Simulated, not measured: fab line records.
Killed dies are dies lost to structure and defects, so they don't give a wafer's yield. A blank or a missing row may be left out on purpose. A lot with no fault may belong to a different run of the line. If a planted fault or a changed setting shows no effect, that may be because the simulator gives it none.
fab line records    flow n5-finfet    part 2 of 2: steps 16 to 16 of 16
[record] lots = 7  wafers = 21  last-day = 18
route steps=1938 shown FIN_CUT@156 BEOL_M4@1111 PASSIVATION@1936
lots that met no fault: from a run of the same line without faults
start-h: hours from the record's opening day to when the first of the lot's shown wafers began    wait-h: hours from the lot's prior step to this one    " as in the row above    L1.1+2: several wafers, shown together as one row    - no value, or no start given    * or withheld: withheld    < > ~ a bound
route shown NAME@n: NAME is a module with steps in the file, n the number in the route of the first one    usual: average and standard deviation across the fault-free wafers    same: alike in all rows    chamber/n: place in a boat    sites: readings site by site    _std_site: standard deviation of those values    _edge_site: outer sites' mean less inner sites'    radius-mm: for every site, how far away it sits from the centre of the wafer    mask NAME#n: copy n    behind: the last tool/chamber to shape the wafer    hold: why the lot went on hold/how many hours it stayed there/how the hold came to an end    device: the n, p or np transistor that did not switch    end of line: the route-end tests of the same wafers    a step without rows: its recipe alone    killed: dies lost to structure and defects at the first sort, not the wafer's yield    map: dies across one wafer; x = killed, . = not, _ = none there
set.NAME: the setting that was run; set.NAME@STEP: the one run at that earlier step    model.NAME: the simulator's own value behind a step, which no gauge read
lots at some steps of the route; a table a step, a row a wafer
services: the hour from which a tool's chamber was out of use, counted from the record's first day as start-h (under 0 if before that day), plus the number of hours and why
[[steps]]
[step N5_PASSIVATION_PROBE_49]
[usual] defect-limited-yield = 91.3/1.7  killed_at_M0_to_M3 = 33/11  killed_at_M4_up = 14/5.5  killed-at-contacts = 13/6.5  killed-at-front-end = 39/13  killed-at-other = 3.4/2.9  killed-dies = 103/20  killed-on-rim = 14/4.3  killed-open = 69/15  killed-short = 32/8.1  sort_bin_5_function = 5.1/1.1  sort_bin_6_memory = 3.3/0.74  sort-n-pass = 1077/20  sort-yield-pct = 91.3/1.7
[same] gross-dies = 1180  killed-at-back-side = 0  sort_bin_4_leakage[%] = 0  sort_bin_8_speed[%] = 0
lot.wafer  tool       chamber  start-h  wait-h  defect-limited-yield[%]  killed_at_M0_to_M3  killed_at_M4_up  killed-at-contacts  killed-at-front-end  killed-at-other  killed-dies  killed-on-rim  killed-open  killed-short  sort_bin_5_function[%]  sort_bin_6_memory[%]  sort-n-pass  sort-yield-pct[%]
L814.1     prober-02  -        282.07   0.0     92.7                     30                  15               10                  30                   1                86           15             55           31            4.4                     2.5                   1094         92.7
L814.3     prober-02  -        282.17   0.1     91.7                     36                  7                18                  36                   1                98           15             60           35            4.4                     3.4                   1082         91.7
L814.4     prober-02  -        282.22   0.2     94.2                     13                  7                18                  29                   1                68           7              52           16            3.1                     2.5                   1112         94.2
L815.1     prober-01  -        287.66   0.0     90.6                     33                  15               8                   50                   5                111          19             74           34            5.9                     3.2                   1069         90.6
L815.4     prober-01  -        287.81   0.2     84.9                     30                  17               35                  90                   6                178          22             125          45            8.6                     5.6                   1002         84.9
L815.5     prober-01  -        287.86   0.2     89.5                     28                  27               13                  48                   8                124          16             90           33            6.7                     3.3                   1056         89.5
L822.1     prober-02  -        337.72   0.0     89.7                     39                  18               10                  50                   4                121          14             75           44            6.6                     3.5                   1059         89.7
L822.2     prober-02  -        337.77   0.1     94.7                     23                  15               4                   19                   1                62           15             43           18            3.0                     2.1                   1118         94.7
L822.5     prober-02  -        337.92   0.2     93.3                     39                  11               2                   26                   1                79           8              44           34            3.6                     3.0                   1101         93.3
L826.2     prober-01  -        362.33   0.1     91.2                     20                  24               8                   51                   1                104          18             65           37            5.0                     3.3                   1076         91.2
L826.5     prober-01  -        362.48   0.2     91.9                     29                  8                5                   51                   3                96           15             48           46            4.3                     3.3                   1084         91.9
L826.6     prober-01  -        362.53   0.3     92.7                     21                  13               7                   43                   2                86           10             67           18            4.9                     2.4                   1094         92.7
L824.2     prober-02  -        362.79   0.1     91.9                     32                  14               12                  36                   1                95           13             70           24            4.7                     3.1                   1085         91.9
L824.5     prober-02  -        362.94   0.2     89.5                     55                  28               9                   29                   3                124          17             87           36            6.2                     3.9                   1056         89.5
L824.6     prober-02  -        362.99   0.3     91.0                     49                  5                31                  19                   2                106          18             65           41            4.7                     3.8                   1074         91.0
L827.1     prober-01  -        378.14   0.0     90.7                     36                  14               9                   49                   2                110          15             72           36            4.4                     4.7                   1070         90.7
L827.3     prober-01  -        378.24   0.1     91.7                     37                  8                5                   47                   1                98           9              62           31            5.4                     2.2                   1082         91.7
L827.6     prober-01  -        378.39   0.3     89.9                     35                  13               5                   64                   2                119          18             84           30            5.1                     4.7                   1061         89.9
L835.2     prober-02  -        429.58   0.1     93.6                     33                  6                4                   33                   0                76           7              46           29            3.6                     2.5                   1104         93.6
L835.4     prober-02  -        429.68   0.2     89.3                     48                  7                14                  49                   8                126          17             90           33            6.8                     3.6                   1054         89.3
L835.5     prober-02  -        429.73   0.2     90.0                     51                  11               8                   45                   3                118          17             74           44            5.8                     3.7                   1062         90.0
// killed by level:class
L814.1 BEOL_M2:geometric-particle:open=9 FIN_SAQP:geometric-particle:short=7 MOL_CONTACT_COAG:geometric-particle:open=7 BEOL_M0_SAQP:geometric-particle:open=7 STI_FIN_REVEAL:geometric-particle:open=5 BEOL_M0_SAQP:geometric-particle:short=5 FIN_SAQP:geometric-particle:open=4 BEOL_M4:geometric-particle:open=4
L814.3 MOL_CONTACT_COAG:geometric-particle:open=12 BEOL_M0_SAQP:geometric-particle:open=11 FIN_SAQP:geometric-particle:short=8 STI_FIN_REVEAL:geometric-particle:open=7 BEOL_M0_SAQP:geometric-particle:short=7 BEOL_M2:geometric-particle:open=7 MOL_CONTACT_COAG:geometric-particle:short=6 STARTING-WAFER:geometric-particle:short=6
L814.4 MOL_CONTACT_COAG:geometric-particle:open=15 STI_FIN_REVEAL:geometric-particle:open=11 FIN_SAQP:geometric-particle:open=3 GATE_CUT:geometric-particle:short=3 MOL_CONTACT_COAG:geometric-particle:short=3 BEOL_M0_SAQP:geometric-particle:open=3 BEOL_M2:geometric-particle:short=3 BEOL_M2:geometric-particle:open=3
L815.1 FIN_SAQP:geometric-particle:open=20 BEOL_M0_SAQP:geometric-particle:open=8 FIN_SAQP:geometric-particle:short=7 MOL_CONTACT_COAG:geometric-particle:open=7 BEOL_M0_SAQP:geometric-particle:short=7 BEOL_M3:geometric-particle:open=7 GATE_CUT:geometric-particle:short=5 BEOL_M4:geometric-particle:open=5
L815.4 FIN_SAQP:geometric-particle:open=37 MOL_CONTACT_COAG:geometric-particle:open=28 STI_FIN_REVEAL:geometric-particle:open=15 FIN_SAQP:geometric-particle:short=10 BEOL_M4:geometric-particle:open=8 MOL_CONTACT_COAG:geometric-particle:short=7 BEOL_M0_SAQP:geometric-particle:open=7 BEOL_M0_SAQP:geometric-particle:short=5
L815.5 FIN_SAQP:geometric-particle:open=18 BEOL_M4:geometric-particle:open=16 BEOL_M2:geometric-particle:open=12 MOL_CONTACT_COAG:geometric-particle:open=12 GATE_CUT:geometric-particle:short=8 FIN_SAQP:geometric-particle:short=7 GATE_CUT:geometric-particle:open=5 BEOL_M0_SAQP:geometric-particle:open=5
L822.1 BEOL_M4:geometric-particle:open=12 STI_FIN_REVEAL:geometric-particle:open=10 BEOL_M0_SAQP:geometric-particle:short=9 FIN_SAQP:geometric-particle:open=8 BEOL_M2:geometric-particle:open=8 MOL_CONTACT_COAG:geometric-particle:open=7 BEOL_M0_SAQP:geometric-particle:open=7 STARTING-WAFER:geometric-particle:short=7
L822.2 BEOL_M4:geometric-particle:open=7 BEOL_M0_SAQP:geometric-particle:open=5 BEOL_M2:geometric-particle:open=5 STARTING-WAFER:geometric-particle:short=5 ILD0:geometric-particle:open=4 MOL_CONTACT_COAG:geometric-particle:open=4 BEOL_M3:geometric-particle:open=4 BEOL_M1:geometric-particle:open=3
L822.5 BEOL_M0_SAQP:geometric-particle:short=11 BEOL_M0_SAQP:geometric-particle:open=9 FIN_SAQP:geometric-particle:open=5 GATE_CUT:geometric-particle:short=4 BEOL_M0:geometric-particle:open=4 STARTING-WAFER:geometric-particle:open=4 FIN_SAQP:geometric-particle:short=3 BEOL_M1:geometric-particle:open=3
L826.2 STI_FIN_REVEAL:geometric-particle:open=15 STI_FIN_REVEAL:geometric-particle:short=7 BEOL_M3:geometric-particle:open=7 BEOL_M4:geometric-particle:open=7 GATE_CUT:geometric-particle:open=6 GATE_CUT:geometric-particle:short=6 MOL_CONTACT_COAG:geometric-particle:open=6 BEOL_M7:geometric-particle:open=5
L826.5 GATE_CUT:geometric-particle:short=11 FIN_SAQP:geometric-particle:short=6 STI_FIN_REVEAL:geometric-particle:open=6 BEOL_M1:geometric-particle:open=6 BEOL_M2:geometric-particle:short=6 GATE_CUT:geometric-particle:open=5 STARTING-WAFER:geometric-particle:short=5 MOL_CONTACT_COAG:geometric-particle:open=4
L826.6 STI_FIN_REVEAL:geometric-particle:open=11 FIN_SAQP:geometric-particle:open=10 BEOL_M1:geometric-particle:open=9 FIN_SAQP:geometric-particle:short=7 MOL_CONTACT_COAG:geometric-particle:open=6 BEOL_M9:geometric-particle:open=4 STARTING-WAFER:geometric-particle:open=4 GATE_CUT:geometric-particle:open=3
L824.2 FIN_SAQP:geometric-particle:open=15 MOL_CONTACT_COAG:geometric-particle:open=11 BEOL_M0_SAQP:geometric-particle:open=8 BEOL_M1:geometric-particle:open=7 FIN_SAQP:geometric-particle:short=5 BEOL_M0_SAQP:geometric-particle:short=5 BEOL_M3:geometric-particle:open=5 DUMMY_GATE:geometric-particle:open=4
L824.5 BEOL_M1:geometric-particle:open=15 FIN_SAQP:geometric-particle:open=12 BEOL_M0_SAQP:geometric-particle:open=12 BEOL_M4:geometric-particle:open=12 BEOL_M0_SAQP:geometric-particle:short=11 MOL_CONTACT_COAG:geometric-particle:open=9 FIN_SAQP:geometric-particle:short=4 BEOL_M0:geometric-particle:open=4
L824.6 MOL_CONTACT_COAG:geometric-particle:open=20 MOL_CONTACT_COAG:geometric-particle:short=11 BEOL_M2:geometric-particle:open=11 BEOL_M0_SAQP:geometric-particle:short=9 BEOL_M1:geometric-particle:open=9 BEOL_M0_SAQP:geometric-particle:open=8 BEOL_M1:geometric-particle:short=6 STI_FIN_REVEAL:geometric-particle:open=5
L827.1 FIN_SAQP:geometric-particle:open=18 FIN_SAQP:geometric-particle:short=8 MOL_CONTACT_COAG:geometric-particle:open=8 BEOL_M3:geometric-particle:open=8 DUMMY_GATE:geometric-particle:open=6 BEOL_M4:geometric-particle:open=6 BEOL_M0_SAQP:geometric-particle:open=5 BEOL_M0_SAQP:geometric-particle:short=5
L827.3 FIN_SAQP:geometric-particle:open=12 FIN_SAQP:geometric-particle:short=12 BEOL_M2:geometric-particle:open=10 BEOL_M1:geometric-particle:open=9 STI_FIN_REVEAL:geometric-particle:open=7 BEOL_M0_SAQP:geometric-particle:short=7 BEOL_M0_SAQP:geometric-particle:open=6 MOL_CONTACT_COAG:geometric-particle:open=4
L827.6 FIN_SAQP:geometric-particle:open=26 BEOL_M0_SAQP:geometric-particle:open=12 FIN_SAQP:geometric-particle:short=9 STI_FIN_REVEAL:geometric-particle:open=9 BEOL_M2:geometric-particle:open=8 BEOL_M0_SAQP:geometric-particle:short=7 DUMMY_GATE:geometric-particle:open=5 BEOL_M3:geometric-particle:open=5
L835.2 STI_FIN_REVEAL:geometric-particle:open=11 BEOL_M0_SAQP:geometric-particle:short=10 BEOL_M2:geometric-particle:open=9 FIN_SAQP:geometric-particle:short=6 BEOL_M0_SAQP:geometric-particle:open=5 BEOL_M1:geometric-particle:open=5 MOL_CONTACT_COAG:geometric-particle:open=4 BEOL_M4:geometric-particle:open=4
L835.4 FIN_SAQP:geometric-particle:open=14 BEOL_M0_SAQP:geometric-particle:open=13 MOL_CONTACT_COAG:geometric-particle:open=12 STI_FIN_REVEAL:geometric-particle:open=11 BEOL_M0_SAQP:geometric-particle:short=11 FIN_SAQP:geometric-particle:short=9 BEOL_M1:geometric-particle:open=7 BEOL_M2:geometric-particle:open=7
L835.5 BEOL_M0_SAQP:geometric-particle:short=11 BEOL_M2:geometric-particle:open=11 FIN_SAQP:geometric-particle:short=9 FIN_SAQP:geometric-particle:open=9 STI_FIN_REVEAL:geometric-particle:open=7 BEOL_M0_SAQP:geometric-particle:open=7 MOL_CONTACT_COAG:geometric-particle:open=6 BEOL_M1:geometric-particle:open=6
[[services]]
tool         chamber  start-h  hours  kind
rie-diel-03  2        20.37    3.0    repair
rie-diel-06  2        64.41    -      clean
rie-diel-06  2        64.41    -      consumable-replace:focus-ring
rie-diel-06  2        64.41    15.0   scheduled-down
rie-diel-06  2        64.41    15.0   vent-cycle
rie-diel-03  1        77.68    -      clean
rie-diel-03  1        77.68    -      consumable-replace:focus-ring
rie-diel-03  1        77.68    28.1   scheduled-down
rie-diel-03  1        77.68    28.1   vent-cycle
rie-diel-06  3        84.92    1.6    repair
rie-diel-03  -        116.21   0.6    repair
rie-diel-03  -        123.78   2.8    pm
rie-diel-06  0        160.21   2.8    repair
